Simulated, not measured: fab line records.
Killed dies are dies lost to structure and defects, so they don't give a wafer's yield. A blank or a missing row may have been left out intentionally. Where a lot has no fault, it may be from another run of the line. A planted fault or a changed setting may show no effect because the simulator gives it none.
fab line records	flow n5Finfet	part 1 of 2: steps 1 to 4 of 6
record lots=24	wafers=72	lastDay=17
route steps=1938 shown MOL_CONTACT_COAG@605 BEOL_M0_SAQP@632
lots that met no fault: taken from a fault-free run of the same line
startH: hours from the record's first day to the start of the lot's first wafer shown	waitH: hours from the lot's prior step to this one	" unchanged from the row above	L1.1+2: a single row standing in for several wafers	- either no value or no given start	* or withheld: withheld	< > ~ a bound
route shown NAME@n: a module of which the file shows steps, and the number in the route of the first	usual: mean/standard deviation of fault-free wafers	same: alike in all rows	chamber/n: place in a boat	sites: each site's reading	_std_site: their standard deviation	_edge_site: outer sites' mean less inner sites'	radiusMm: how far each site lies from the wafer's centre	mask NAME#n: copy n	behind: tool/chamber where the wafer was last shaped	hold: why the lot was held/for how many hours/how that ended	device: transistor that didn't switch, given as n, p or np	end of line: tests of these same wafers at the route's end	a step without rows: its recipe alone	killed: count of dies lost to structure and defects at first sort (not the wafer's yield)	map: a wafer's dies, marking killed ones x, the rest . and places with no die _
set.NAME: the setting that was run; set.NAME@STEP: the one run at that earlier step	model.NAME: the simulator's own value behind a step, which no gauge read
a sample of lots followed through the steps of the route, with each step as a table and each wafer as a row
services: a tool's chamber out of use, with start hour (startH, from the record's first day; less than 0 if before it), hours out, and reason
## steps
# step N5_MOL_CONTACT_COAG_DESCUM_45
# recipe chemistry=O2	timeS=7	sourcePowerW=50	biasPowerW=20	pressureMtorr=20	rfFrequencyHz=2.712e+07	tempC=40	resist=CAR-EUV	o2FlowSccm=225
# usual drypumpMotorCurrentA=5.6/0.4	oesProductAu=0.78/0.089	rfFwdPowerW=49.38/0.28	rfVppV=243.2/1.2	showerheadPlenumPTorr=2.11/0.058	throttleValvePct=20.64/0.15
# same timeS=7
lot.wafer	tool	chamber	startH	waitH	drypumpMotorCurrentA	oesProductAu	rfFwdPowerW	rfHoursCounterH	rfVppV	showerheadPlenumPTorr	throttleValvePct
L075.3	rieDiel-03	0	111.23	0.5	5.8	0.67	49.02	225	242.1	2.07	20.58
L075.4	"	0	"	"	5.8	0.67	49.24	-	242.8	2.07	20.55
L075.6	"	1	"	"	6.3	0.86	49.71	-	243.3	2.15	20.56
L074.1	rieDiel-05	2	115.88	0.1	5.3	0.77	49.76	94	242.9	2.15	20.70
L074.2	"	3	"	"	5.8	0.72	49.88	158	243.2	2.11	20.86
L074.4	"	3	"	"	5.8	0.73	49.68	-	242.6	2.11	20.88
L076.2	rieDiel-05	3	118.81	0.0	5.8	0.72	49.74	159	242.6	2.11	20.89
L076.3	"	0	"	"	6.0	0.74	49.21	161	242.8	2.01	20.50
L076.5	"	3	"	"	5.9	0.72	49.58	-	242.4	2.11	20.86
L077.4	rieDiel-05	0	125.18	0.0	5.9	0.74	49.52	-	241.3	2.01	20.52
L077.5	"	2	"	"	5.3	0.77	49.63	-	243.4	2.15	20.71
L077.6	"	3	"	"	5.8	0.72	49.46	-	242.6	2.11	20.88
L078.1	rieDiel-04	2	131.26	0.0	5.5	0.93	49.17	13	243.0	2.08	20.76
L078.2	"	0	"	"	4.8	0.85	49.49	55	244.9	2.15	20.47
L078.6	"	3	"	"	6.3	0.69	49.62	-	244.9	2.17	20.59
L079.2	rieDiel-05	1	135.00	0.1	5.3	0.98	49.08	1	243.7	2.15	20.64
L079.3	"	0	"	"	6.0	0.74	49.08	169	241.9	2.00	20.51
L079.6	"	3	"	"	5.8	0.72	49.34	-	243.0	2.11	20.87
L080.2	rieDiel-03	0	136.56	0.0	5.8	0.67	48.98	234	244.0	2.06	20.57
L080.3	"	2	"	"	5.3	0.71	49.52	216	244.5	2.16	20.69
L080.6	"	3	"	"	5.4	0.95	49.29	-	244.4	2.14	20.39
L081.2	rieDiel-05	2	147.31	0.0	5.3	0.76	49.68	107	243.3	2.15	20.70
L081.5	"	3	"	"	5.8	0.72	49.59	-	243.1	2.11	20.88
L081.6	"	0	"	"	5.9	0.73	49.23	-	242.1	2.00	20.53
L082.1	rieDiel-05	3	151.22	0.0	5.8	0.72	49.65	171	242.8	2.11	20.89
L082.3	"	2	"	"	5.3	0.76	49.59	108	243.5	2.15	20.72
L082.4	"	1	"	"	5.3	0.96	48.96	7	243.2	2.15	20.62
L083.1	rieDiel-05	1	161.62	0.1	5.3	0.95	48.95	10	244.2	2.15	20.66
L083.2	"	3	"	"	5.8	0.72	49.48	174	244.4	2.10	20.88
L083.4	"	2	"	"	5.3	0.75	49.70	111	243.2	2.14	20.71
L084.2	rieDiel-05	0	168.94	0.0	6.0	0.72	49.52	181	241.2	2.00	20.53
L084.3	"	1	"	"	5.3	0.93	48.86	12	244.1	2.15	20.68
L084.6	"	2	"	"	5.3	0.76	49.77	-	244.1	2.14	20.71
L087.3	rieDiel-03	2	184.77	0.3	5.4	0.69	49.53	236	243.9	2.15	20.73
L087.5	"	2	"	"	5.4	0.69	49.40	-	244.9	2.15	20.71
L087.6	"	1	"	"	6.3	0.82	49.41	-	243.6	2.14	20.60
L085.1	rieDiel-05	1	189.17	0.0	5.3	0.92	48.89	19	243.9	2.15	20.68
L085.3	"	0	"	"	6.0	0.72	49.18	187	241.5	2.00	20.55
L085.4	"	2	"	"	5.3	0.74	49.49	120	243.4	2.14	20.73
L086.2	rieDiel-05	3	189.75	0.0	5.8	0.71	49.64	184	243.0	2.10	20.90
L086.4	"	2	"	"	5.3	0.75	49.77	120	242.3	2.14	20.75
L086.6	"	2	"	"	5.3	0.74	49.97	-	242.8	2.14	20.74
L088.1	rieDiel-03	3	204.98	0.1	5.4	0.88	49.02	35	244.1	2.13	20.43
L088.5	"	3	"	"	5.5	0.89	49.41	-	242.8	2.13	20.43
L088.6	"	1	"	"	6.3	0.81	49.42	-	243.5	2.13	20.61
L089.3	rieDiel-04	3	206.27	0.0	6.3	0.69	49.66	241	244.3	2.17	20.64
L089.4	"	1	"	"	5.3	0.83	49.26	-	242.2	2.01	20.40
L089.6	"	3	"	"	6.3	0.69	49.91	-	242.8	2.16	20.63
L091.1	rieDiel-04	0	210.42	0.0	4.8	0.82	49.58	86	241.7	2.14	20.51
L091.2	"	1	"	"	5.3	0.84	49.42	58	242.5	2.01	20.41
L091.6	"	3	"	"	6.3	0.68	49.75	-	244.0	2.16	20.64
L090.2	rieDiel-03	3	211.07	0.0	5.5	0.89	49.04	37	242.4	2.13	20.43
L090.4	"	1	"	"	6.3	0.81	49.23	92	244.0	2.13	20.62
L090.5	"	2	"	"	5.3	0.68	49.69	-	244.7	2.15	20.73
L092.1	rieDiel-03	2	216.36	0.0	5.3	0.67	49.35	248	244.2	2.15	20.75
L092.4	"	1	"	"	6.3	0.81	49.54	93	244.0	2.13	20.61
L092.6	"	0	"	"	5.8	0.96	49.09	-	242.4	2.06	20.21
L093.1	rieDiel-05	1	218.44	0.1	5.3	0.90	48.82	29	244.3	2.15	20.67
L093.3	"	2	"	"	5.3	0.75	49.58	127	243.5	2.14	20.73
L093.4	"	0	"	"	6.0	0.71	49.39	-	240.0	1.99	20.55
L094.2	rieDiel-04	1	223.53	0.1	5.3	0.83	49.62	63	243.5	2.01	20.43
L094.3	"	2	"	"	5.5	0.89	49.36	40	242.2	2.07	20.80
L094.5	"	1	"	"	5.3	0.82	49.35	-	242.7	2.01	20.43
L095.4	rieDiel-05	2	223.82	0.0	5.3	0.74	49.58	131	243.5	2.14	20.75
L095.5	"	0	"	"	5.9	0.71	49.14	-	241.2	1.99	20.56
L095.6	"	1	"	"	5.2	0.90	48.90	-	244.1	2.14	20.69
L096.4	rieDiel-05	2	233.12	0.0	5.3	0.73	49.45	133	243.4	2.14	20.76
L096.5	"	2	"	"	5.3	0.73	49.54	-	241.9	2.14	20.75
L096.6	"	3	"	"	5.8	0.69	49.68	-	243.2	2.10	20.93
L097.1	rieDiel-05	0	241.33	0.0	6.0	0.70	49.23	207	240.7	1.99	20.58
L097.4	"	2	"	"	5.3	0.73	49.65	135	242.7	2.14	20.76
L097.5	"	0	"	"	6.0	0.71	49.01	-	240.2	1.99	20.58
# step N5_MOL_CONTACT_COAG_STRIP_49
# recipe chemistry=N2/H2	timeS=30	powerW=1000	tempC=250	pressureMtorr=withheld	n2FlowSccm=1750	h2FlowSccm=3250
# usual drypumpMotorCurrentA=5.9/0.42	heaterPowerW=332/23	n2FlowSccm=1750/5.2
# same timeS=30
lot.wafer	tool	chamber	startH	waitH	drypumpMotorCurrentA	heaterPowerW	n2FlowSccm	rfHoursCounterH
L075.3	plasmaAsher-02	1	112.90	-	5.8	361	1751	-
L075.4	"	0	"	"	6.4	352	1752	-
L075.6	"	1	"	"	5.8	360	1755	-
L074.1	plasmaAsher-01	0	116.63	-	6.2	317	1759	40
L074.2	"	1	"	"	5.4	300	1745	40
L074.4	"	0	"	"	6.2	317	1749	-
L076.2	plasmaAsher-01	0	119.53	-	6.3	316	1751	41
L076.3	"	1	"	"	5.4	301	1746	-
L076.5	"	0	"	"	6.3	319	1750	-
L077.4	plasmaAsher-01	0	125.86	-	6.2	320	1753	-
L077.5	"	1	"	"	5.4	302	1749	-
L077.6	"	0	"	"	6.2	317	1746	-
L078.1	plasmaAsher-02	1	132.49	-	5.7	360	1749	100
L078.2	"	0	"	"	6.4	345	1738	100
L078.6	"	0	"	"	6.4	341	1746	-
L079.2	plasmaAsher-02	1	135.68	-	5.7	368	1748	101
L079.3	"	1	"	"	5.8	366	1756	-
L079.6	"	0	"	"	6.3	339	1750	-
L080.2	plasmaAsher-01	1	137.23	-	5.3	301	1743	44
L080.3	"	1	"	"	5.4	304	1751	-
L080.6	"	1	"	"	5.3	309	1746	-
L081.2	plasmaAsher-01	0	148.76	-	6.3	309	1747	46
L081.5	"	0	"	"	6.3	308	1752	-
L081.6	"	1	"	"	5.3	305	1754	-
L082.1	plasmaAsher-02	0	151.89	-	6.4	344	1744	103
L082.3	"	1	"	"	5.8	363	1745	-
L082.4	"	0	"	"	6.4	345	1742	-
L083.1	plasmaAsher-01	1	162.65	-	5.3	304	1747	50
L083.2	"	0	"	"	6.3	321	1753	50
L083.4	"	0	"	"	6.3	314	1752	-
L084.2	plasmaAsher-02	0	169.94	-	6.4	342	1754	106
L084.3	"	1	"	"	5.7	364	1756	-
L084.6	"	1	"	"	5.7	366	1753	-
L087.3	plasmaAsher-01	1	185.76	-	5.4	311	1748	-
L087.5	"	1	"	"	5.4	306	1741	-
L087.6	"	0	"	"	6.2	313	1748	-
L085.1	plasmaAsher-02	0	189.96	-	6.4	342	1755	111
L085.3	"	0	"	"	6.4	347	1748	-
L085.4	"	1	"	"	5.7	363	1754	-
L086.2	plasmaAsher-01	1	190.64	-	5.4	303	1739	57
L086.4	"	0	"	"	6.3	314	1749	-
L086.6	"	0	"	"	6.2	320	1753	-
L088.1	plasmaAsher-02	1	206.02	-	5.8	365	1750	114
L088.5	"	0	"	"	6.4	340	1749	-
L088.6	"	1	"	"	5.8	365	1756	-
L089.3	plasmaAsher-01	1	207.44	-	5.3	310	1750	-
L089.4	"	0	"	"	6.2	313	1749	-
L089.6	"	1	"	"	5.4	308	1756	-
L091.1	plasmaAsher-02	0	211.13	-	6.4	341	1751	115
L091.2	"	1	"	"	5.7	361	1750	115
L091.6	"	1	"	"	5.8	357	1751	-
L090.2	plasmaAsher-02	0	211.75	-	6.4	351	1752	115
L090.4	"	0	"	"	6.4	346	1748	-
L090.5	"	0	"	"	6.5	344	1756	-
L092.1	plasmaAsher-02	1	217.03	-	5.7	363	1760	116
L092.4	"	0	"	"	6.4	337	1753	-
L092.6	"	1	"	"	5.7	368	1759	-
L093.1	plasmaAsher-02	0	219.14	-	6.4	349	1752	117
L093.3	"	0	"	"	6.4	350	1747	-
L093.4	"	1	"	"	5.7	360	1746	-
L094.2	plasmaAsher-02	1	224.20	-	5.7	362	1748	118
L094.3	"	0	"	"	6.4	341	1748	-
L094.5	"	0	"	"	6.4	338	1749	-
L095.4	plasmaAsher-01	1	224.51	-	5.4	310	1757	-
L095.5	"	1	"	"	5.3	304	1754	-
L095.6	"	0	"	"	6.3	319	1757	-
L096.4	plasmaAsher-01	1	233.82	-	5.3	311	1756	-
L096.5	"	0	"	"	6.3	323	1741	-
L096.6	"	1	"	"	5.4	301	1744	-
L097.1	plasmaAsher-01	0	242.32	-	6.3	316	1768	66
L097.4	"	1	"	"	5.3	306	1753	-
L097.5	"	1	"	"	5.3	313	1747	-
# step N5_BEOL_M0_SAQP_PECVD_00
# recipe material=SiCN	targetThkA=80	tempC=withheld	precursor=3MS/NH3	pressureTorr=3	rfW=202	timeS=14
# usual rfFwdPowerW=198.9/1.5	showerheadPlenumPTorr=3.667/0.0092	throttleValvePct=9.2/0.53
# same timeS=14
lot.wafer	tool	chamber	startH	waitH	rfFwdPowerW	showerheadPlenumPTorr	throttleValvePct
L075.3	pecvd-01	2	117.17	0.1	200.9	3.681	8.3
L075.4	"	1	"	"	196.6	3.673	10.1
L075.6	"	0	"	"	200.6	3.672	9.7
L074.1	pecvd-01	1	120.90	0.2	196.9	3.664	10.0
L074.2	"	2	"	"	200.5	3.674	8.5
L074.4	"	1	"	"	197.0	3.666	9.8
L076.2	pecvd-02	0	123.91	0.2	199.2	3.666	9.6
L076.3	"	2	"	"	196.5	3.649	9.0
L076.5	"	0	"	"	199.5	3.658	9.4
L077.4	pecvd-02	0	130.14	0.1	198.8	3.676	9.8
L077.5	"	2	"	"	196.5	3.647	8.8
L077.6	"	1	"	"	199.4	3.663	9.5
L078.1	pecvd-01	0	136.77	0.2	199.1	3.666	9.5
L078.2	"	1	"	"	196.8	3.678	10.0
L078.6	"	2	"	"	199.6	3.676	8.6
L079.2	pecvd-01	2	140.60	0.2	201.2	3.672	8.5
L079.3	"	0	"	"	200.7	3.671	9.4
L079.6	"	2	"	"	201.1	3.671	8.5
L080.2	pecvd-01	2	143.60	0.2	200.4	3.670	8.4
L080.3	"	1	"	"	197.3	3.672	10.0
L080.6	"	2	"	"	199.7	3.680	8.6
L081.2	pecvd-01	1	153.04	0.2	196.9	3.673	9.9
L081.5	"	0	"	"	200.4	3.665	9.2
L081.6	"	1	"	"	196.7	3.678	9.9
L082.1	pecvd-02	1	156.17	0.2	199.4	3.662	9.3
L082.3	"	0	"	"	199.1	3.678	9.7
L082.4	"	2	"	"	197.0	3.649	8.9
L083.1	pecvd-02	0	166.93	0.2	201.2	3.667	9.5
L083.2	"	1	"	"	199.2	3.663	9.6
L083.4	"	0	"	"	200.6	3.663	9.6
L084.2	pecvd-03	1	174.23	0.2	198.8	3.669	9.3
L084.3	"	0	"	"	198.6	3.657	9.0
L084.6	"	1	"	"	199.5	3.657	9.2
L087.3	pecvd-01	1	190.06	0.1	196.7	3.678	10.1
L087.5	"	1	"	"	196.4	3.679	9.7
L087.6	"	0	"	"	199.7	3.668	9.6
L085.1	pecvd-01	0	194.24	0.2	199.3	3.669	9.5
L085.3	"	1	"	"	196.2	3.672	9.8
L085.4	"	2	"	"	200.2	3.670	8.9
L086.2	pecvd-03	1	197.25	0.2	199.6	3.665	9.3
L086.4	"	2	"	"	199.5	3.657	8.5
L086.6	"	1	"	"	199.1	3.673	9.0
L088.1	pecvd-03	1	210.30	0.2	199.5	3.666	9.0
L088.5	"	0	"	"	198.8	3.665	8.5
L088.6	"	2	"	"	199.9	3.649	8.4
L089.3	pecvd-01	2	213.34	0.1	199.5	3.663	8.6
L089.4	"	2	"	"	199.6	3.674	8.8
L089.6	"	0	"	"	198.7	3.677	9.5
L091.1	pecvd-02	1	216.31	0.2	199.1	3.660	9.3
L091.2	"	2	"	"	196.8	3.660	8.9
L091.6	"	2	"	"	197.4	3.646	8.9
L090.2	pecvd-01	1	219.30	0.2	196.0	3.677	9.7
L090.4	"	1	"	"	196.1	3.674	9.8
L090.5	"	2	"	"	199.8	3.667	8.8
L092.1	pecvd-01	1	222.31	0.2	196.7	3.678	10.2
L092.4	"	2	"	"	200.9	3.664	8.8
L092.6	"	0	"	"	199.4	3.669	9.4
L093.1	pecvd-03	2	225.30	0.2	199.8	3.659	8.3
L093.3	"	0	"	"	199.5	3.669	8.9
L093.4	"	1	"	"	198.3	3.664	9.0
L094.2	pecvd-02	0	228.53	0.2	200.0	3.669	9.6
L094.3	"	2	"	"	197.4	3.653	9.1
L094.5	"	1	"	"	198.5	3.659	9.7
L095.4	pecvd-01	0	231.55	0.1	199.1	3.673	9.3
L095.5	"	1	"	"	197.5	3.673	9.9
L095.6	"	2	"	"	200.2	3.677	8.6
L096.4	pecvd-02	2	238.12	0.1	197.3	3.665	9.1
L096.5	"	1	"	"	199.3	3.666	9.2
L096.6	"	0	"	"	200.9	3.667	9.5
L097.1	pecvd-02	2	246.64	0.2	196.2	3.640	8.9
L097.4	"	1	"	"	198.4	3.668	9.3
L097.5	"	0	"	"	199.8	3.678	9.7
# step N5_BEOL_M0_SAQP_RECESS_104
# recipe chemistry=HF/NH3	target=SiO2	targetDepthA=180	afsCycles=3	tempC=30	sublimationTempC=180	sublimationTimeS=60
# usual drypumpMotorCurrentA=5.59/0.26	forelinePTorr=0.1280/0.00037
lot.wafer	tool	chamber	startH	waitH	drypumpMotorCurrentA	forelinePTorr
L075.3	vaporEtch-01	1	120.31	0.2	5.72	0.1280
L075.4	"	0	"	"	5.57	0.1277
L075.6	"	1	"	"	5.71	0.1282
L074.1	vaporEtch-02	0	124.30	0.1	5.89	0.1280
L074.2	"	1	"	"	5.18	0.1280
L074.4	"	1	"	"	5.21	0.1279
L076.2	vaporEtch-01	0	128.40	0.1	5.58	0.1278
L076.3	"	1	"	"	5.71	0.1283
L076.5	"	1	"	"	5.72	0.1285
L077.4	vaporEtch-02	1	134.00	0.2	5.23	0.1280
L077.5	"	1	"	"	5.20	0.1282
L077.6	"	0	"	"	5.88	0.1279
L078.1	vaporEtch-01	1	141.73	0.1	5.69	0.1277
L078.2	"	0	"	"	5.58	0.1282
L078.6	"	0	"	"	5.58	0.1282
L079.2	vaporEtch-01	0	144.27	0.1	5.59	0.1270
L079.3	"	0	"	"	5.59	0.1269
L079.6	"	1	"	"	5.73	0.1278
L080.2	vaporEtch-02	1	146.84	0.1	5.20	0.1281
L080.3	"	0	"	"	5.89	0.1280
L080.6	"	0	"	"	5.90	0.1283
L081.2	vaporEtch-02	0	155.90	0.1	5.91	0.1276
L081.5	"	1	"	"	5.19	0.1280
L081.6	"	0	"	"	5.90	0.1281
L082.1	vaporEtch-02	1	160.44	0.1	5.22	0.1275
L082.3	"	0	"	"	5.91	0.1281
L082.4	"	1	"	"	5.18	0.1281
L083.1	vaporEtch-02	1	170.24	0.1	5.18	0.1281
L083.2	"	0	"	"	5.87	0.1284
L083.4	"	1	"	"	5.20	0.1280
L084.2	vaporEtch-01	1	178.72	0.1	5.71	0.1285
L084.3	"	1	"	"	5.70	0.1285
L084.6	"	1	"	"	5.71	0.1287
L087.3	vaporEtch-01	1	196.41	0.2	5.73	0.1280
L087.5	"	1	"	"	5.72	0.1276
L087.6	"	0	"	"	5.59	0.1276
L085.1	vaporEtch-02	1	201.59	0.1	5.22	0.1279
L085.3	"	0	"	"	5.90	0.1282
L085.4	"	1	"	"	5.21	0.1280
L086.2	vaporEtch-02	0	203.89	0.1	5.88	0.1281
L086.4	"	1	"	"	5.16	0.1278
L086.6	"	0	"	"	5.86	0.1276
L088.1	vaporEtch-01	0	214.14	0.1	5.58	0.1274
L088.5	"	0	"	"	5.58	0.1283
L088.6	"	1	"	"	5.67	0.1281
L089.3	vaporEtch-01	1	218.72	0.2	5.71	0.1277
L089.4	"	0	"	"	5.58	0.1280
L089.6	"	0	"	"	5.58	0.1277
L091.1	vaporEtch-02	1	219.70	0.1	5.21	0.1279
L091.2	"	0	"	"	5.90	0.1283
L091.6	"	1	"	"	5.22	0.1283
L090.2	vaporEtch-01	1	222.18	0.1	5.70	0.1284
L090.4	"	0	"	"	5.58	0.1288
L090.5	"	0	"	"	5.57	0.1285
L092.1	vaporEtch-02	0	226.76	0.1	5.91	0.1278
L092.4	"	0	"	"	5.90	0.1284
L092.6	"	0	"	"	5.90	0.1278
L093.1	vaporEtch-02	1	228.57	0.1	5.22	0.1284
L093.3	"	1	"	"	5.17	0.1282
L093.4	"	0	"	"	5.90	0.1274
L094.2	vaporEtch-01	1	233.41	0.1	5.70	0.1279
L094.3	"	1	"	"	5.72	0.1271
L094.5	"	0	"	"	5.59	0.1280
L095.4	vaporEtch-01	1	235.02	0.2	5.68	0.1282
L095.5	"	1	"	"	5.72	0.1275
L095.6	"	0	"	"	5.57	0.1278
L096.4	vaporEtch-02	1	241.97	0.2	5.21	0.1279
L096.5	"	1	"	"	5.20	0.1282
L096.6	"	0	"	"	5.86	0.1282
L097.1	vaporEtch-02	1	252.04	0.1	5.21	0.1280
L097.4	"	0	"	"	5.92	0.1282
L097.5	"	1	"	"	5.19	0.1280
